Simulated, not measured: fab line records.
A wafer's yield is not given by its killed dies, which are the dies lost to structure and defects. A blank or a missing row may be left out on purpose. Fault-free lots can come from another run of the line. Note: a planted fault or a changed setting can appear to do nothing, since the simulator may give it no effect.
fab line records ; flow nand_harc
record lots=6; wafers=18; last_day=33
route steps=1302 shown A_ZERO_WELL@393 A_SOURCE_PLATE@413 END@1302
lots untouched by any fault: they come from a run of this same line in which no faults occurred
start_h: start of the lot's first displayed wafer, in hours after the record's first day ; wait_h: how many hours have passed since the lot's step before this one ; " same as the row above ; L1.1+2: a single row standing in for several wafers ; - value missing, or start not given ; * or withheld: withheld ; < > ~ a bound
route shown NAME@n: a module of which the file shows steps, and the number in the route of the first ; usual: mean/standard deviation of fault-free wafers ; same: alike in all rows ; chamber/n: place in a boat ; sites: readings site by site ; _std_site: the values' standard deviation ; _edge_site: inner sites' mean taken away from outer sites' mean ; radius_mm: how far each site lies from the wafer's centre ; mask NAME#n: copy n ; behind: tool/chamber where the wafer was last shaped ; hold: cause of the lot's hold/its duration in hours/its outcome ; device: whichever transistor did not switch (one of n, p or np) ; end of line: tests of these same wafers at the route's end ; for a step that has no rows: nothing shown but its recipe ; killed: dies lost to structure and defects at the first sort, not the wafer's yield ; map: a wafer's dies, x killed, . not, _ none there
set.NAME: the setting the step ran with; set.NAME@STEP: the setting that earlier step ran with ; model.NAME: the simulator's own value behind a step, which no gauge read
a table for each step, a row for each wafer; lots at some steps of the route
services: when a tool's chamber went out of use (start_h, in hours from the record's first day, below 0 if earlier), for how many hours, and the reason
## steps
# step NHARC_A_ZERO_WELL_HMDS_03
# recipe time_s=30
# step NHARC_A_ZERO_WELL_COAT_18
# recipe temp_c=200; time_s=65
# step NHARC_A_ZERO_WELL_COAT_04
# recipe spin_rpm=2000; resist_thk_nm=600
# step NHARC_A_ZERO_WELL_SOFTBAKE_05
# recipe temp_c=125; time_s=70
# step NHARC_A_ZERO_WELL_EBR_06
# step NHARC_A_ZERO_WELL_EXPOSE_07
# recipe na=0.55; dose_mj=33.85; mask_id=A_ZERO
# step NHARC_A_ZERO_WELL_PEB_08
# recipe peb_temp_c=128; peb_time_s=80
# step NHARC_A_ZERO_WELL_DEVELOP_09
# recipe time_s=50; dev_temp_c=22
# step NHARC_A_ZERO_WELL_CD_MEAS_10
# recipe target_cd_nm=2000; landing_energy_ev=500
# usual cd_nm=2000.5/1.7
# same landing_energy_ev=500
lot.wafer;tool;chamber;start_h;wait_h;cd_nm
L216.1;cd_sem-01;0;204.96;-;1999.2
L216.4;cd_sem-01;0;204.96;-;2001.2
L216.6;cd_sem-01;0;204.96;-;2001.1
L218.2;cd_sem-03;0;222.64;-;1999.7
L218.4;cd_sem-03;0;222.64;-;2001.9
L218.5;cd_sem-03;0;222.64;-;1999.3
L221.3;cd_sem-03;0;256.94;-;2000.6
L221.4;cd_sem-03;0;256.94;-;1998.8
L221.5;cd_sem-03;0;256.94;-;1997.9
L227.2;cd_sem-02;0;319.20;-;2003.1
L227.3;cd_sem-02;0;319.20;-;2001.2
L227.4;cd_sem-02;0;319.20;-;1998.8
L229.2;cd_sem-03;0;353.82;-;1999.0
L229.5;cd_sem-03;0;353.82;-;1998.2
L229.6;cd_sem-03;0;353.82;-;2000.3
L231.1;cd_sem-03;0;360.57;-;2000.4
L231.2;cd_sem-03;0;360.57;-;1999.5
L231.6;cd_sem-03;0;360.57;-;2000.2
# step NHARC_A_ZERO_WELL_HARDBAKE_11
# recipe temp_c=118; time_s=65
# step NHARC_A_ZERO_WELL_DESCUM_12
# recipe time_s=3; o2_flow_sccm=200; ar_flow_sccm=0; bias_power_w=0; chemistry=O2
# usual drypump_motor_current_A=5.69/0.24; oes_product_au=1.001/0.0087; rf_vpp_V=57.6/0.91; showerhead_plenum_p_Torr=1.89/0.087; throttle_valve_pct=11.311/0.0083
lot.wafer;tool;chamber;start_h;wait_h;drypump_motor_current_A;oes_product_au;rf_hours_counter_h;rf_vpp_V;showerhead_plenum_p_Torr;throttle_valve_pct
L216.4;rie_diel-02;2;205.11;-;5.10;0.992;52;58.6;1.80;11.314
L216.1;rie_diel-02;0;205.11;-;6.18;1.011;50;57.6;1.82;11.318
L216.6;rie_diel-02;3;205.11;-;5.91;1.006;-;57.8;1.77;11.321
L218.2;rie_diel-03;2;222.80;-;6.03;1.010;3;57.4;1.90;11.323
L218.4;rie_diel-03;3;222.80;-;5.68;0.994;3;57.3;1.79;11.315
L218.5;rie_diel-03;2;222.80;-;6.02;1.010;-;58.1;1.90;11.313
L221.4;rie_diel-03;3;257.09;-;5.64;1.007;4;56.3;1.79;11.322
L221.3;rie_diel-03;1;257.09;-;5.63;0.995;4;57.4;1.86;11.323
L221.5;rie_diel-03;0;257.09;-;5.38;0.999;-;56.0;1.82;11.317
L227.4;rie_diel-03;3;319.36;-;5.71;0.997;1;58.3;1.79;11.318
L227.3;rie_diel-03;0;319.36;-;5.38;1.015;1;56.4;1.82;11.296
L227.2;rie_diel-03;1;319.36;-;5.64;0.997;1;58.8;1.86;11.320
L229.2;rie_diel-03;0;354.00;-;5.38;1.003;1;57.2;1.82;11.327
L229.5;rie_diel-03;1;354.00;-;5.64;0.994;-;57.3;1.86;11.318
L229.6;rie_diel-03;2;354.00;-;6.01;0.991;-;57.5;1.90;11.317
L231.2;rie_diel-03;1;360.72;-;5.64;0.995;2;56.6;1.86;11.301
L231.1;rie_diel-03;0;360.72;-;5.37;0.995;2;58.1;1.82;11.314
L231.6;rie_diel-03;1;360.72;-;5.63;0.983;-;56.1;1.86;11.320
# step NHARC_A_ZERO_WELL_ETCH_19
# recipe target_depth_a=800; overetch_a=240; time_s=87.88; ion_energy_ev=200; n2_flow_sccm=150; h2_flow_sccm=150; ar_flow_sccm=0; rf_w=400; bias_w=150; chemistry=N2/H2
# usual drypump_motor_current_A=5.68/0.24; oes_product_au=1.001/0.0096; rf_vpp_V=429.7/2.8; showerhead_plenum_p_Torr=2.01/0.098; throttle_valve_pct=14.172/0.0086
lot.wafer;tool;chamber;start_h;wait_h;drypump_motor_current_A;oes_product_au;rf_hours_counter_h;rf_vpp_V;showerhead_plenum_p_Torr;throttle_valve_pct
L216.4;rie_diel-02;3;205.20;0.1;5.94;1.001;52;425.8;1.89;14.167
L216.1;rie_diel-02;0;205.20;0.1;6.26;1.001;50;428.6;1.94;14.165
L216.6;rie_diel-02;3;205.20;0.1;5.91;0.997;-;425.8;1.89;14.179
L218.2;rie_diel-03;2;222.88;0.1;6.01;1.015;3;429.6;2.03;14.167
L218.4;rie_diel-03;3;222.88;0.1;5.65;1.002;3;426.2;1.91;14.164
L218.5;rie_diel-03;3;222.88;0.1;5.68;0.995;-;427.6;1.91;14.178
L221.4;rie_diel-03;3;257.18;0.1;5.64;1.008;4;427.2;1.91;14.171
L221.3;rie_diel-03;1;257.18;0.1;5.65;0.990;4;428.0;1.98;14.165
L221.5;rie_diel-03;2;257.18;0.1;6.02;1.010;-;430.2;2.03;14.170
L227.2;rie_diel-03;3;319.44;0.1;5.64;1.005;1;426.3;1.91;14.166
L227.3;rie_diel-03;0;319.44;0.1;5.39;1.013;1;426.1;1.93;14.166
L227.4;rie_diel-03;1;319.44;0.1;5.63;0.991;1;428.7;1.98;14.175
L229.2;rie_diel-03;1;354.06;0.1;5.63;0.983;2;426.7;1.98;14.177
L229.5;rie_diel-03;1;354.06;0.1;5.64;0.989;-;430.2;1.98;14.163
L229.6;rie_diel-03;2;354.06;0.1;6.05;0.989;-;429.7;2.03;14.167
L231.1;rie_diel-03;1;360.82;0.1;5.64;0.989;2;428.7;1.98;14.172
L231.2;rie_diel-03;2;360.82;0.1;6.02;0.995;2;429.0;2.03;14.169
L231.6;rie_diel-03;0;360.82;0.1;5.37;0.998;-;427.3;1.93;14.175
# step NHARC_A_ZERO_WELL_ETCH_13
# recipe target_depth_a=1200; time_s=40.1; hbr_flow_sccm=150; cl2_flow_sccm=50; rf_w=400; icp_w=400; bias_w=100; chemistry=HBr/Cl2
# usual drypump_motor_current_A=5.7/0.33; he_backside_leak_sccm=2.73/0.29; oes_product_au=1.003/0.012; throttle_valve_pct=26.406/0.0089
lot.wafer;tool;chamber;start_h;wait_h;drypump_motor_current_A;he_backside_leak_sccm;oes_product_au;rf_hours_counter_h;throttle_valve_pct
L216.4;rie_si-02;3;205.33;-;5.7;2.32;1.013;0.7;26.417
L216.1;rie_si-02;0;205.33;-;6.0;2.57;1.009;0.7;26.408
L216.6;rie_si-02;3;205.33;-;5.7;2.22;1.004;-;26.411
L218.4;rie_si-02;2;222.99;-;5.2;2.77;1.013;0.7;26.422
L218.2;rie_si-02;1;222.99;-;5.7;2.95;0.999;0.6;26.419
L218.5;rie_si-02;2;222.99;-;5.2;2.91;1.017;-;26.428
L221.4;rie_si-01;0;257.29;-;6.2;2.51;0.997;0.3;26.409
L221.3;rie_si-01;3;257.29;-;5.8;2.88;1.023;0.3;26.394
L221.5;rie_si-01;1;257.29;-;5.7;2.78;1.007;-;26.403
L227.2;rie_si-04;1;319.56;-;5.9;3.00;0.991;1.2;26.410
L227.3;rie_si-04;2;319.56;-;5.3;2.75;1.018;1.0;26.414
L227.4;rie_si-04;0;319.56;-;6.0;2.58;1.013;1.0;26.416
L229.2;rie_si-01;1;354.22;-;5.7;2.88;1.005;1.0;26.405
L229.5;rie_si-01;2;354.22;-;5.1;4.59;1.006;-;26.405
L229.6;rie_si-01;3;354.22;-;5.7;3.03;1.002;-;26.403
L231.1;rie_si-01;2;360.93;-;5.1;2.70;0.997;1.0;26.412
L231.2;rie_si-01;1;360.93;-;5.7;2.82;1.004;1.0;26.414
L231.6;rie_si-01;3;360.93;-;5.8;3.03;0.995;-;26.400
# step NHARC_A_ZERO_WELL_STRIP_14
# recipe time_s=900; temp_c=130; chemistry=SPM
# step NHARC_A_ZERO_WELL_IMPLANT_15
# recipe energy_kev=150; dose_cm2=1e+13; tilt_deg=7
# step NHARC_A_ZERO_WELL_PRECLEAN_22
# recipe time_s=60; temp_c=50; bath_age_min=0; chemistry=SC1
# step NHARC_A_ZERO_WELL_SRD_23
# step NHARC_A_ZERO_WELL_RTA_16
# recipe temp_c=1000; time_s=10
# usual lamp_power_pct=30.1/0.68; lamp_zone_5_pct=30.1/0.68; wafer_temp_C_max=1003.3/0.88
lot.wafer;tool;chamber;start_h;wait_h;lamp_power_pct;lamp_zone_5_pct;wafer_temp_C_max
L216.1;rtp_anneal-01;0;206.27;-;30.9;30.9;1004.2
L216.4;rtp_anneal-01;0;206.27;-;30.9;30.9;1004.1
L216.6;rtp_anneal-01;0;206.27;-;30.9;30.9;1002.9
L218.2;rtp_anneal-01;0;223.97;0.1;30.9;30.9;1004.7
L218.4;rtp_anneal-01;0;223.97;0.1;30.9;30.9;1003.6
L218.5;rtp_anneal-01;0;223.97;0.1;30.9;30.9;1003.0
L221.3;rtp_anneal-02;0;258.30;-;29.5;29.5;1002.7
L221.4;rtp_anneal-02;0;258.30;-;29.5;29.5;1002.0
L221.5;rtp_anneal-02;0;258.30;-;29.5;29.5;1002.5
L227.2;rtp_anneal-02;0;320.49;-;29.5;29.6;1004.3
L227.3;rtp_anneal-02;0;320.49;-;29.5;29.5;1003.4
L227.4;rtp_anneal-02;0;320.49;-;29.6;29.5;1002.9
L229.2;rtp_anneal-01;0;355.11;-;30.9;30.9;1003.2
L229.5;rtp_anneal-01;0;355.11;-;30.9;30.9;1004.3
L229.6;rtp_anneal-01;0;355.11;-;30.9;30.9;1003.8
L231.1;rtp_anneal-01;0;361.83;-;31.0;31.0;1004.2
L231.2;rtp_anneal-01;0;361.83;-;30.9;30.9;1005.2
L231.6;rtp_anneal-01;0;361.83;-;30.9;31.0;1004.2
# step NHARC_A_ZERO_WELL_INSPECT_17
# usual raw_defect_count=12/6.5
lot.wafer;tool;chamber;start_h;wait_h;raw_defect_count
L216.1;defect_inspect-01;-;206.47;0.2;11
L216.4;defect_inspect-01;-;206.47;0.2;11
L216.6;defect_inspect-01;-;206.47;0.2;6
L218.2;defect_inspect-01;-;224.13;0.1;8
L218.4;defect_inspect-01;-;224.13;0.1;6
L218.5;defect_inspect-01;-;224.13;0.1;11
L221.3;defect_inspect-01;-;258.44;0.1;33
L221.4;defect_inspect-01;-;258.44;0.1;10
L221.5;defect_inspect-01;-;258.44;0.1;19
L227.2;defect_inspect-01;-;320.66;0.1;17
L227.3;defect_inspect-01;-;320.66;0.1;22
L227.4;defect_inspect-01;-;320.66;0.1;12
L229.2;defect_inspect-02;-;355.28;0.1;9
L229.5;defect_inspect-02;-;355.28;0.1;1159
L229.6;defect_inspect-02;-;355.28;0.1;13
L231.1;defect_inspect-01;-;362.03;0.2;1206
L231.2;defect_inspect-01;-;362.03;0.2;10
L231.6;defect_inspect-01;-;362.03;0.2;25
# step NHARC_A_SOURCE_PLATE_PRECLEAN_00
# recipe time_s=60; chemistry=HF-LAST
# step NHARC_END_SORT_01
# recipe temp_c=25
# usual killed_at_array=54/18; killed_at_other=0.7/0.87; killed_at_periphery=3.7/2.5; killed_dies=59/19; killed_open=3.3/2; killed_short=2.6/1.6
# same gross_dies=677
lot.wafer;tool;chamber;start_h;wait_h;killed_at_array;killed_at_other;killed_at_periphery;killed_dies;killed_open;killed_short
L216.1;prober-02;0;657.59;2.5;43;2;5;50;2;0
L216.4;prober-02;0;659.99;3.4;54;0;3;57;4;1
L216.6;prober-02;0;661.59;4.0;51;0;2;53;3;5
L218.2;prober-02;0;666.22;2.8;84;2;2;88;4;2
L218.4;prober-02;0;667.85;3.4;75;1;4;80;4;1
L218.5;prober-02;0;668.66;3.8;74;0;5;79;6;4
L221.3;prober-01;0;678.82;3.1;61;0;4;65;3;3
L221.4;prober-01;0;679.63;3.4;62;1;1;64;1;4
L221.5;prober-01;0;680.44;3.7;64;0;5;69;2;5
L227.2;prober-02;0;734.25;2.8;80;0;5;85;6;6
L227.3;prober-02;0;735.05;3.1;83;1;3;87;6;3
L227.4;prober-02;0;735.86;3.4;72;0;1;73;2;2
L229.5;prober-02;0;776.83;3.7;136;2;5;143;8;1
L231.1;prober-01;0;779.22;2.5;123;0;2;125;3;2
L231.2;prober-01;0;780.01;2.8;33;0;4;37;1;3
L231.6;prober-01;0;783.19;4.0;36;1;4;41;5;7
# killed by level:class
L216.1 A_CHANNEL_HOLE_D1:chamber_film_flake=22 A_CHANNEL_HOLE_D2:chamber_film_flake=11 A_CONTACT:chamber_film_flake=4 A_STAIRCASE:chamber_film_flake=2 THIN_TSV:chamber_film_flake=2 P_STI:geometric_particle:open=1 A_WL_FILL:geometric_particle:open=1 P_ZERO_WELL:chamber_film_flake=1
L216.4 A_CHANNEL_HOLE_D1:chamber_film_flake=32 A_CHANNEL_HOLE_D2:chamber_film_flake=11 A_CONTACT:chamber_film_flake=3 P_ZERO_WELL:chamber_film_flake=2 A_SOURCE_PLATE:geometric_particle:short=1 A_DECK1_JOINT:geometric_particle:open=1 A_CHANNEL_HOLE_D2:geometric_particle:open=1 A_CHANNEL_FILL_D2:geometric_particle:open=1
L216.6 A_CHANNEL_HOLE_D1:chamber_film_flake=25 A_CHANNEL_HOLE_D2:chamber_film_flake=7 A_CONTACT:chamber_film_flake=6 A_STAIRCASE:chamber_film_flake=5 A_ONON_D1:geometric_particle:open=2 A_WL_FILL:geometric_particle:short=2 P_BONDPAD:chamber_film_flake=2 A_ONON_D1:geometric_particle:short=1
L218.2 A_SLIT:chamber_film_flake=30 A_CHANNEL_HOLE_D1:chamber_film_flake=29 A_CHANNEL_HOLE_D2:chamber_film_flake=14 A_STAIRCASE:chamber_film_flake=2 A_BLC:chamber_film_flake=2 THIN_TSV:chamber_film_flake=2 A_ONON_D2:geometric_particle:short=1 A_ONON_D2:geometric_particle:open=1
L218.4 A_CHANNEL_HOLE_D1:chamber_film_flake=32 A_SLIT:chamber_film_flake=23 A_CHANNEL_HOLE_D2:chamber_film_flake=14 P_CONTACT:geometric_particle:open=1 P_M0:geometric_particle:open=1 A_ONON_D1:geometric_particle:open=1 A_CHANNEL_FILL_D1:geometric_particle:short=1 A_CHANNEL_FILL_D2:geometric_particle:open=1
L218.5 A_SLIT:chamber_film_flake=31 A_CHANNEL_HOLE_D1:chamber_film_flake=27 A_CHANNEL_HOLE_D2:chamber_film_flake=9 P_GATE:geometric_particle:short=2 P_CONTACT:geometric_particle:open=2 A_ONON_D1:geometric_particle:open=1 A_ONON_D2:geometric_particle:open=1 A_CHANNEL_HOLE_D2:geometric_particle:short=1
L221.3 A_SLIT:chamber_film_flake=33 A_CHANNEL_HOLE_D2:chamber_film_flake=18 A_CHANNEL_HOLE_D1:chamber_film_flake=5 P_CONTACT:geometric_particle:open=2 P_M0:geometric_particle:short=1 A_CHANNEL_FILL_D1:geometric_particle:short=1 A_SGD_CUT:geometric_particle:open=1 A_M1:geometric_particle:short=1
L221.4 A_SLIT:chamber_film_flake=31 A_CHANNEL_HOLE_D2:chamber_film_flake=13 A_CHANNEL_HOLE_D1:chamber_film_flake=4 A_CONTACT:chamber_film_flake=3 A_CHANNEL_HOLE_D1:geometric_particle:short=2 A_CHANNEL_FILL_D2:chamber_film_flake=2 A_ONON_D1:geometric_particle:short=1 A_SGD_CUT:geometric_particle:short=1
L221.5 A_SLIT:chamber_film_flake=35 A_CHANNEL_HOLE_D2:chamber_film_flake=12 A_CHANNEL_HOLE_D1:chamber_film_flake=6 A_SGD_CUT:geometric_particle:short=2 P_M0:chamber_film_flake=2 A_STAIRCASE:chamber_film_flake=2 P_GATE:geometric_particle:short=1 P_CONTACT:geometric_particle:open=1
L227.2 A_SLIT:chamber_film_flake=37 A_CHANNEL_HOLE_D2:chamber_film_flake=17 A_CONTACT:chamber_film_flake=7 A_CHANNEL_HOLE_D1:chamber_film_flake=4 A_WL_FILL:chamber_film_flake=3 A_ONON_D2:geometric_particle:short=2 A_ONON_D2:geometric_particle:open=2 A_CHANNEL_HOLE_D2:geometric_particle:open=2
L227.3 A_SLIT:chamber_film_flake=38 A_CHANNEL_HOLE_D2:chamber_film_flake=17 A_CHANNEL_HOLE_D1:chamber_film_flake=10 A_CONTACT:chamber_film_flake=6 A_CONTACT:geometric_particle:open=3 P_GATE:chamber_film_flake=2 A_WL_FILL:chamber_film_flake=2 P_M1:geometric_particle:open=1
L227.4 A_SLIT:chamber_film_flake=33 A_CHANNEL_HOLE_D2:chamber_film_flake=24 A_CHANNEL_HOLE_D1:chamber_film_flake=5 A_CONTACT:chamber_film_flake=4 A_CHANNEL_FILL_D1:geometric_particle:short=1 A_DECK1_JOINT:geometric_particle:open=1 A_CHANNEL_FILL_D2:geometric_particle:short=1 A_WL_FILL:geometric_particle:open=1
L229.5 A_ZERO_WELL:unspecified=102 A_CHANNEL_HOLE_D2:chamber_film_flake=14 A_CONTACT:chamber_film_flake=7 A_CHANNEL_FILL_D1:geometric_particle:open=4 A_CHANNEL_HOLE_D1:unspecified=3 P_M0:geometric_particle:open=2 A_CHANNEL_HOLE_D2:geometric_particle:open=2 A_STAIRCASE:chamber_film_flake=2
L231.1 A_ZERO_WELL:unspecified=98 A_CONTACT:chamber_film_flake=15 A_STAIRCASE:chamber_film_flake=5 P_CONTACT:geometric_particle:open=2 A_SOURCE_PLATE:geometric_particle:short=1 A_ONON_D2:geometric_particle:short=1 A_M0:geometric_particle:open=1 A_CHANNEL_FILL_D1:chamber_film_flake=1
L231.2 A_CONTACT:chamber_film_flake=14 A_STAIRCASE:chamber_film_flake=7 A_SLIT:chamber_film_flake=5 A_CHANNEL_FILL_D1:chamber_film_flake=4 P_CONTACT:geometric_particle:open=1 P_M2:geometric_particle:short=1 A_DECK1_JOINT:geometric_particle:short=1 A_CHANNEL_FILL_D2:geometric_particle:short=1
L231.6 A_CONTACT:chamber_film_flake=14 A_SLIT:chamber_film_flake=9 A_CHANNEL_FILL_D2:geometric_particle:short=3 A_CHANNEL_FILL_D1:chamber_film_flake=3 A_STAIRCASE:chamber_film_flake=2 P_GATE:geometric_particle:open=1 P_CONTACT:geometric_particle:open=1 P_M0:geometric_particle:short=1
# map L229.5 (x killed, . not)
____________.____________
_________......._________
_______..........._______
______..x..........______
_____..............._____
____...x.x...........____
____...........x.....____
___....xxx......x.....___
___.xxxxx.xxx.xx......___
__...xxxxxxx...........__
__.xxxxxxxxxx..........__
_..xxxxxxxxxx..........._
_...xxxxxxxx..........x._
_..xxxxxxxxxxx.........._
_x.xxxxxxxxxxx.........._
_..xxxxxxxxxx..........._
...xxxxxxxxx.............
...xxxxxxxx.............x
.x.x.xxxxxx..............
..x.x.xxxxx.......x......
.xx.x.xxxx........x......
_..x.......x.........x.x_
_..x.....x.............._
_...x....x.........x...._
_......................._
_......................._
__x....................__
__.....................__
___...................___
___......x..x.........___
____........x........____
____.................____
_____..............._____
______.............______
_______..x........_______
_________......._________
____________.____________
# map L231.1 (x killed, . not)
____________.____________
_________......._________
_______.......x..._______
______.........x...______
_____..............._____
____......xx.........____
____..xx...x.........____
___....x.....x........___
___.x.xxxxx...........___
__...xxxxxx............__
__.x.xxxxxxx..x........__
_x.xxxxxxxx.xx.........._
_.xxxxxxxxxxx..........._
_..xxxxxxxxxx..........._
_...xxxxxxxxx..........._
_..xxxxxxxxxx..........._
..xxxxxxxxxx.............
...x.xxxxxxx.............
...x.xxxxxx...........x..
....xxx.x...x............
..........xx.x...........
_....x.................._
_.....x.......x........._
_.........xx..x.x......._
_..............x.x......_
_......................._
__...........x.........__
__.....................__
___...................___
___...................___
____.................____
____.................____
_____..............._____
______.............______
_______..........._______
_________......._________
____________.____________
## services
tool;chamber;start_h;hours;kind
rie_si-04;0;181.61;2.2;repair
rie_diel-03;0;186.81;-;clean
rie_diel-03;1;186.81;-;clean
rie_diel-03;2;186.81;-;clean
rie_diel-03;3;186.81;-;clean
rie_si-01;-;193.00;9.0;pm
rie_si-04;0;211.05;4.4;repair
rie_diel-03;0;211.31;-;clean
rie_diel-03;1;211.31;-;clean
rie_diel-03;2;211.31;-;clean
rie_diel-03;3;211.31;-;clean
rie_diel-02;-;223.29;9.0;pm
rie_diel-03;2;234.11;5.2;repair
rie_diel-03;0;235.81;-;clean
rie_diel-03;1;235.81;-;clean
rie_diel-03;3;235.81;-;clean
rie_si-04;-;242.14;3.0;repair
rie_diel-03;2;244.72;2.7;repair
rie_si-02;-;277.00;9.0;pm
rie_diel-03;-;281.30;9.0;pm
rie_si-04;3;284.08;2.3;repair
rie_si-04;-;342.05;9.0;pm
rie_diel-03;2;348.50;3.1;repair
rie_si-02;1;353.39;5.4;repair
## key
first_sign step=NHARC_A_ZERO_WELL_INSPECT_17; reading=raw_defect_count; direction=up; sigmas=99+; usual=12; struck=1182
effect step=NHARC_END_SORT_01; reading=killed_at_array; direction=up; sigmas=4.2; usual=54; struck=130
more_kills_born_at NHARC_A_ZERO_WELL_ETCH_13@rie_si-01=200
met_at NHARC_A_ZERO_WELL_ETCH_13
struck_wafers L229.5,L231.1
tester_left_out L229,L231
fault kind=chamber_particle_source; tool=rie_si-01; chamber=2; onset_h=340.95; steps=NHARC_A_ZERO_WELL_ETCH_13; rate_per_visit_cm2=1.8605; end_h=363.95
# tester_left_out: of these lots the tester's yield and bins aren't shown, on N5 and GAA mostly nor the transistor test; their killed dies are dies lost to structure and defects alone, not to doping, threshold or leakage, so they don't give the yield
